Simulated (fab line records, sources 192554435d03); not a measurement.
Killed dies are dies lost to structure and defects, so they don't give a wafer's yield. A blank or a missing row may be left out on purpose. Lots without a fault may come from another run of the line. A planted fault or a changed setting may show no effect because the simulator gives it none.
Chamber matching | flow n5_finfet | N5_BEOL_M5_CURE_80 on uv_cure-02: 3 sister chambers
The step cures SiCOH lowk, time 120 s. 18 wafers are shown with their chamber, then 9 later ones without.

WAFERS WITH THEIR CHAMBER
wafer  | chamber | wafer_temp_C_max | lamp_power_pct (%)
L074.2 | 0       | 371.4            | 52.27
L074.3 | 0       | 371.4            | 52.35
L074.4 | 0       | 371.6            | 52.34
L078.1 | 0       | 371.5            | 52.27
L078.3 | 0       | 370.5            | 52.33
L078.6 | 0       | 371.8            | 52.26
L080.1 | 0       | 371.7            | 52.29
L080.4 | 0       | 371.2            | 52.38
L080.5 | 0       | 372.2            | 52.38
L081.2 | 1       | 370.9            | 52.30
L081.4 | 1       | 370.9            | 52.24
L081.6 | 1       | 371.2            | 52.47
L084.3 | 0       | 371.9            | 52.37
L084.4 | 0       | 371.3            | 52.30
L084.5 | 0       | 371.9            | 52.31
L087.2 | 2       | 371.9            | 52.31
L087.3 | 2       | 371.6            | 52.36
L087.6 | 2       | 372.1            | 52.29

SIGNATURES (means of the wafers above)
reading          | chamber 0 | chamber 1 | chamber 2 | scatter within a chamber
wafer_temp_C_max | 371.533   | 371.000   | 371.867   | 0.389
lamp_power_pct   | 52.3208   | 52.3367   | 52.3200   | 0.059
Rule: a wafer's distance from a chamber is the root of the sum, over the readings, of the square of ((its reading less the chamber's mean) divided by the reading's scatter). The wafer belongs to the nearest chamber; if the next one is less than 2 further off, it can't be placed. The scatter: the root of (the sum of the squares of (reading less its chamber's mean) over the shown wafers, divided by (wafers less chambers)).

WAFERS WITHOUT THEIR CHAMBER
wafer  | wafer_temp_C_max | lamp_power_pct (%)
L088.1 | 371.5            | 52.30
L088.2 | 371.8            | 52.40
L088.4 | 371.5            | 52.37
L094.2 | 370.8            | 52.28
L094.3 | 371.2            | 52.33
L094.5 | 370.9            | 52.35
L095.1 | 371.5            | 52.30
L095.2 | 371.7            | 52.40
L095.4 | 371.5            | 52.35

WHICH CHAMBER EACH WENT THROUGH
wafer  | from the rows above          | in truth
L088.1 | can't be placed: 0 or 2 or 1 | 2
L088.2 | can't be placed: 2 or 0 or 1 | 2
L088.4 | can't be placed: 0 or 2 or 1 | 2
L094.2 | can't be placed: 1 or 0 or 2 | 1
L094.3 | can't be placed: 1 or 0 or 2 | 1
L094.5 | can't be placed: 1 or 0      | 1
L095.1 | can't be placed: 0 or 2 or 1 | 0
L095.2 | can't be placed: 0 or 2 or 1 | 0
L095.4 | can't be placed: 0 or 2 or 1 | 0
Placed correctly: 0 of 9. Can't be placed from these rows: 9 (the true chamber is among the candidates in 9). Placed wrongly: 0.
